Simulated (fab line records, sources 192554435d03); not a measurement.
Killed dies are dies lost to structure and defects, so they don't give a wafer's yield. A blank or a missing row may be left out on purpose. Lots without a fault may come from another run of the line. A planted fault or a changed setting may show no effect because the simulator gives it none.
One fault seen from 2 desks | flow n5_finfet | each desk has only its own numbers; what lay behind them comes last

THE METROLOGY DESK
What the gauges read, lot by lot, whatever tool the lot ran on: means of the sampled wafers that have a number. A lot is out of limits, marked OUT, if its mean lies more than 4 standard deviations from the usual mean; the brackets give that distance. Of its 25 readings 7 are shown: the one that was out of limits first, and those that lie furthest out on some lot.
Columns: A = COMB_M10 at N5_BEOL_M15_RC_MEAS_101, usual 1.4e-11 S/m; B = COMB_M10_max_site at N5_BEOL_M15_RC_MEAS_101, usual 2.1e-11 S/m; C = COMB_M11 at N5_BEOL_M15_RC_MEAS_101, usual 1.4e-11 S/m; D = COMB_M14 at N5_BEOL_M15_RC_MEAS_101, usual 3.6e-12 S/m; E = COMB_M8_max_site at N5_BEOL_M15_RC_MEAS_101, usual 3.5e-11 S/m; F = SERP_M5 at N5_BEOL_M15_RC_MEAS_101, usual 39.4 ohm/um; G = SERP_M7 at N5_BEOL_M15_RC_MEAS_101, usual 13.8 ohm/um
lot  | first seen here | A                  | B                  | C       | D       | E       | F    | G
L748 | day 12 08:35    | 4.2e-11 (+9.4) OUT | 5.8e-11 (+8.3) OUT | 1.1e-11 | 3.5e-12 | 4.0e-11 | 36.7 | 14.2
L749 | day 12 08:56    | 3.7e-11 (+7.6) OUT | 5.1e-11 (+6.6) OUT | 1.2e-11 | 3.3e-12 | 3.7e-11 | 40.0 | 13.5
L750 | day 13 15:11    | 2.2e-11            | 3.1e-11            | 1.6e-11 | 3.2e-12 | 3.0e-11 | 37.8 | 12.9
L760 | day 15 21:14    | 1.3e-11            | 2.0e-11            | 1.6e-11 | 3.2e-12 | 4.0e-11 | 38.0 | 14.1
L761 | day 16 08:34    | 1.2e-11            | 1.6e-11            | 1.6e-11 | 4.0e-12 | 3.8e-11 | 39.5 | 14.0
L763 | day 16 21:19    | 1.3e-11            | 1.6e-11            | 9.7e-12 | 5.4e-12 | 4.0e-11 | 41.2 | 14.3
L765 | day 17 10:08    | 1.3e-11            | 1.8e-11            | 1.4e-11 | 3.0e-12 | 5.1e-11 | 39.2 | 14.3
L767 | day 18 11:44    | 1.4e-11            | 2.4e-11            | 2.0e-11 | 3.3e-12 | 4.1e-11 | 39.4 | 13.5
This desk's finding: out of limits on L748, L749; first on L748, day 12 08:35 (COMB_M10 at N5_BEOL_M15_RC_MEAS_101). In limits: L750, L760, L761, L763, L765, L767.

THE TOOL OWNER'S DESK: ald_metal-01
The tool's own readings at N5_BEOL_M10_ALD_74 (deposits TaN, target thk 2 nm, pulse time 2 s, purge time 3 s): means of the sampled wafers that have a number, for each lot that ran on this tool. A lot is out of limits, marked OUT, if its mean lies more than 4 standard deviations from the usual mean; the brackets give that distance.
Columns: A = heater_power_w at N5_BEOL_M10_ALD_74, usual 419 W
lot  | first seen here | A
L748 | day 11 00:10    | 390
L749 | day 11 01:22    | 425
L750 | day 11 20:43    | 418
L760 | day 14 05:28    | 428
L761 | day 14 11:23    | 420
This desk's finding: nothing out of limits on any of the 5 lots.

PUT TOGETHER
The metrology desk could have raised an alarm at day 12 08:35, on L748, L749.
The tool owner's desk saw nothing out of limits.
The tool owner's desk has L748, L749 on record, within its limits.
Of the lots named, all ran N5_BEOL_M10_ALD_74 on ald_metal-01.

WHAT THE SIMULATOR HAD PUT IN
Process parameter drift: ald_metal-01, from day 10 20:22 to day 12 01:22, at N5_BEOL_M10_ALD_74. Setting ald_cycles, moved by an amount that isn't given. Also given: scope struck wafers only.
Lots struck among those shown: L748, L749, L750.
Hours from the fault's start to each desk's first reading out of limits: the metrology desk, 36.
